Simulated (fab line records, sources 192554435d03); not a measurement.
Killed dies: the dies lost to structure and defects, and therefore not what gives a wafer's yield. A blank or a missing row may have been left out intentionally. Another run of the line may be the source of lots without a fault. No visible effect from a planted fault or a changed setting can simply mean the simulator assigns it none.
Which tool is to blame? | flow n5 finfet | 12 lots with 32 wafers sampled at 4 steps, on a route of 1938 steps

## WHAT THE GAUGES SHOWED, per wafer
N5_BEOL_M7_OVL_MEAS_29.
lot  | measured     | on         | V6_OVL (nm)
L549 | day 8 13:17  | overlay-01 | 1.9 0.3
L552 | day 9 12:23  | overlay-01 | 0.3 -0.6 0.4
L553 | day 9 21:07  | overlay-01 | 0.9 0.8 -0.2
L555 | day 10 01:02 | overlay-01 | 0.6 0.6 0.0
L556 | day 10 11:19 | overlay-01 | -0.1 -0.3
L558 | day 10 14:19 | overlay-01 | 0.4 -0.4 -1.0
L557 | day 10 19:34 | overlay-01 | 0.1 1.1
L560 | day 11 08:33 | overlay-02 | -0.1 -1.0 0.4
L562 | day 11 22:22 | overlay-02 | 0.7 -0.4
L565 | day 12 06:08 | overlay-02 | -0.2 -1.0 -0.1
L570 | day 13 13:43 | overlay-02 | -1.0 -0.8 -1.1
L572 | day 14 18:21 | overlay-01 | 1.0 0.4 1.5

N5_BEOL_M7_OCD_MEAS_38.
lot  | measured     | on     | trench depth nm (nm)
L549 | day 8 13:48  | ocd-01 | 90.5 91.3
L552 | day 9 13:17  | ocd-02 | 93.9 91.9 92.1
L553 | day 9 21:39  | ocd-01 | 92.9 90.8 90.8
L555 | day 10 01:33 | ocd-02 | 94.7 94.4 94.6
L556 | day 10 11:49 | ocd-01 | 91.7 90.8
L558 | day 10 15:20 | ocd-02 | 92.9 92.6 94.5
L557 | day 10 20:08 | ocd-01 | 90.8 91.1
L560 | day 11 09:04 | ocd-02 | 93.7 91.1 90.5
L562 | day 11 22:53 | ocd-02 | 94.7 92.9
L565 | day 12 06:40 | ocd-02 | 94.3 90.7 93.0
L570 | day 13 14:14 | ocd-02 | 96.1 93.6 92.9
L572 | day 14 18:55 | ocd-01 | 93.9 94.5 94.7

## WHAT TOOL EACH LOT RAN ON (gives the tool, then ch and the chambers of the sampled wafers, and finally the start)
lot  | N5_BEOL_M7_ETCH_66                 | N5_BEOL_M7_STRIP_80
L549 | rie diel-03 ch 0,3, day 8 13:27    | rie diel-03 ch 0,3, day 8 13:48 or earlier
L552 | rie diel-03 ch 0,2,3, day 9 12:56  | rie diel-03 ch 0,2,3, day 9 13:17 or earlier
L553 | rie diel-03 ch 0,1,3, day 9 21:18  | rie diel-03 ch 0,1,3, day 9 21:39 or earlier
L555 | rie diel-01 ch 0,1, day 10 01:12   | rie diel-01 ch 0,1, day 10 01:33 or earlier
L556 | rie diel-01 ch 2,3, day 10 11:28   | rie diel-01 ch 2,3, day 10 11:49 or earlier
L558 | rie diel-05 ch 0,1,3, day 10 14:59 | rie diel-05 ch 0,1,3, day 10 15:20 or earlier
L557 | rie diel-01 ch 3, day 10 19:46     | rie diel-01 ch 3, day 10 20:08 or earlier
L560 | rie diel-03 ch 0,1, day 11 08:43   | rie diel-03 ch 0,1, day 11 09:04 or earlier
L562 | rie diel-05 ch 0,1, day 11 22:32   | rie diel-05 ch 0,1, day 11 22:53 or earlier
L565 | rie diel-03 ch 0,1,2, day 12 06:19 | rie diel-03 ch 0,1,2, day 12 06:40 or earlier
L570 | rie diel-01 ch 0,1,2, day 13 13:53 | rie diel-01 ch 0,1,2, day 13 14:14 or earlier
L572 | rie diel-05 ch 0,2, day 14 18:34   | rie diel-05 ch 0,2, day 14 18:55 or earlier
- N5_BEOL_M7_ETCH_66: etches SOC in N2/H2, target depth 80 nm, overetch 16 nm, time 120 s.
- N5_BEOL_M7_STRIP_80: strips in N2/H2, time 10 s.

## WHAT THE TOOLS THEMSELVES READ (means of the sampled wafers that have a number; where no wafer has one, the mark that the record gives instead)
N5_BEOL_M7_ETCH_66.
lot  | tool        | bias w (W) | chamber pressure mTorr (mTorr) | drypump motor current A (A) | oes product au (a.u.) | rf fwd power W (W) | rf vpp V (V) | showerhead plenum p Torr (Torr) | throttle valve pct (%)
L549 | rie diel-03 | 149.8      | 29.984                         | 5.7                         | 0.55                  | 833.2              | 525.7        | 2.58                            | 17.97
L552 | rie diel-03 | 149.8      | 30.003                         | 5.5                         | 0.56                  | 834.3              | 522.6        | 2.52                            | 17.85
L553 | rie diel-03 | 150.3      | 29.995                         | 5.8                         | 0.59                  | 835.1              | 523.6        | 2.55                            | 17.94
L555 | rie diel-01 | 150.3      | 30.011                         | 5.5                         | 0.65                  | 832.2              | 526.0        | 2.58                            | 17.84
L556 | rie diel-01 | 150.4      | 30.023                         | 5.2                         | 0.53                  | 832.5              | 520.9        | 2.46                            | 18.18
L558 | rie diel-05 | 149.9      | 29.982                         | 5.8                         | 0.58                  | 834.7              | 524.1        | 2.54                            | 17.61
L557 | rie diel-01 | 150.3      | 30.018                         | 5.3                         | 0.53                  | 832.3              | 520.6        | 2.43                            | 17.93
L560 | rie diel-03 | 150.2      | 29.994                         | 6.0                         | 0.59                  | 831.8              | 522.0        | 2.53                            | 18.01
L562 | rie diel-05 | 150.4      | 29.998                         | 5.8                         | 0.59                  | 834.2              | 522.5        | 2.51                            | 17.71
L565 | rie diel-03 | 150.1      | 29.984                         | 5.7                         | 0.59                  | 835.8              | 521.6        | 2.48                            | 17.86
L570 | rie diel-01 | 164.2      | 30.028                         | 5.2                         | 0.66                  | 835.3              | 555.2        | 2.55                            | 17.94
L572 | rie diel-05 | 149.5      | 29.974                         | 6.0                         | 0.56                  | 834.8              | 520.7        | 2.44                            | 17.73

N5_BEOL_M7_STRIP_80.
lot  | tool        | chamber pressure mTorr (mTorr) | drypump motor current A (A) | oes product au (a.u.) | rf vpp V (V) | showerhead plenum p Torr (Torr) | throttle valve pct (%)
L549 | rie diel-03 | 20.012                         | 5.7                         | 0.71                  | 58.8         | 2.58                            | 23.9
L552 | rie diel-03 | 20.006                         | 5.4                         | 0.73                  | 59.3         | 2.52                            | 23.6
L553 | rie diel-03 | 20.016                         | 5.8                         | 0.77                  | 58.9         | 2.55                            | 23.9
L555 | rie diel-01 | 19.994                         | 5.5                         | 0.84                  | 59.2         | 2.58                            | 23.7
L556 | rie diel-01 | 20.021                         | 5.2                         | 0.68                  | 58.8         | 2.46                            | 24.1
L558 | rie diel-05 | 20.008                         | 5.8                         | 0.75                  | 59.9         | 2.54                            | 23.4
L557 | rie diel-01 | 19.996                         | 5.3                         | 0.68                  | 59.0         | 2.42                            | 23.8
L560 | rie diel-03 | 20.004                         | 6.0                         | 0.77                  | 58.6         | 2.52                            | 24.0
L562 | rie diel-05 | 19.977                         | 5.8                         | 0.78                  | 60.3         | 2.51                            | 23.5
L565 | rie diel-03 | 20.007                         | 5.7                         | 0.76                  | 58.7         | 2.47                            | 23.7
L570 | rie diel-01 | 20.000                         | 5.2                         | 0.86                  | 59.0         | 2.54                            | 23.9
L572 | rie diel-05 | 19.995                         | 6.0                         | 0.74                  | 58.9         | 2.44                            | 23.6

## THE ANSWER, worked out from the rows above alone
Rule: the usual values come from the lots themselves. Put in order of their means at a reading, lots are off if they are a third of the lots or fewer, leave a main group of 4 or more, and stand apart from it by a gap of 3 or more times the standard deviation of the main group's means; of several such gaps the widest counts. The tables above print the reading to a certain number of digits; a main group whose means all agree to those digits is not used. A lot without any number at a reading at which 4 lots or more have one is off too. All remaining lots with rows at the step are treated as sound. The gauges are gone through in route order, then the tools' own readings, and for those a lot's mean is taken as printed above. At the first step where some lot is off, the reading lying furthest off is the one used; lots without a number count as furthest.
Off: L570 (N5_BEOL_M7_ETCH_66, bias w). Mean 150.1 W and standard deviation 0.28 in the main group.
If a tool, at that step or one of the process steps before it, ran each lot that is off and ran no sound lot following the first of them, it fits. One fits: N5_BEOL_M7_ETCH_66 on rie diel-01. A fault onset in the window from L557 (day 10 19:46, its last sound lot) to L570 (day 13 13:53, its first lot off) fits.
The tool's own readings at N5_BEOL_M7_ETCH_66 bear it out: on the lots that are off they differ by more than 5 times the standard deviation of the sound lots' means. bias w reads 164.2 W there against 150.1 W on the sound lots; rf vpp V reads 555.2 V there against 522.8 V on the sound lots.

## WHAT WAS PUT IN BY THE SIMULATOR
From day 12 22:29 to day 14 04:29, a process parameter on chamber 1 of rie diel-01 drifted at N5_BEOL_M7_ETCH_66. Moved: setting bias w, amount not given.
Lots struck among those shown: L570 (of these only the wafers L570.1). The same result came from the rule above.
